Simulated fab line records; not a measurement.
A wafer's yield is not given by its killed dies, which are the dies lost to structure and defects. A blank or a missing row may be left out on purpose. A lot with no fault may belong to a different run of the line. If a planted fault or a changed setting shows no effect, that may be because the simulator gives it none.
Matching of chambers | flow n5-finfet | N5_DUMMY_GATE_ETCH_23 on rie-si-04: 4 sister chambers
The step etches poly-Si in HBr/Cl2/O2, target depth 41 nm, time 22.3 s. 4 wafers are shown with their chamber, then 7 later ones without.

## WAFERS WITH THEIR CHAMBER
wafer  | chamber | throttle-valve-pct (%)
L076.1 | 3       | 36.92
L085.6 | 2       | 37.10
L089.1 | 0       | 36.93
L089.5 | 1       | 37.24

## WAFERS MISSING THEIR CHAMBER
wafer  | throttle-valve-pct (%)
L089.6 | 37.09
L090.3 | 37.24
L090.5 | 36.93
L090.6 | 36.92
L096.1 | 36.93
L096.5 | 37.11
L096.6 | 37.23

## THE CHAMBER EACH PASSED THROUGH
wafer  | from the rows above     | in truth
L089.6 | 2                       | 2
L090.3 | 1                       | 1
L090.5 | can't be placed: 0 or 3 | 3
L090.6 | can't be placed: 3 or 0 | 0
L096.1 | can't be placed: 0 or 3 | 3
L096.5 | 2                       | 2
L096.6 | 1                       | 1
Placed correctly: 4 of 7. Unplaceable from these rows: 3, with the true chamber sitting among the candidates in 3. Placed wrongly: 0.
How it was worked out, from the rows above alone: a wafer's distance from a chamber is the root of the sum, over the readings, of the square of ((its reading less the chamber's mean) divided by the reading's scatter). If the next closest chamber is less than 2 further off than the closest, the wafer can't be placed; otherwise it belongs to the closest. The mean given for a chamber averages the wafers shown for that chamber. The scatter: root of mean squared gap, hidden wafer to nearest shown wafer, with one shown wafer a chamber.
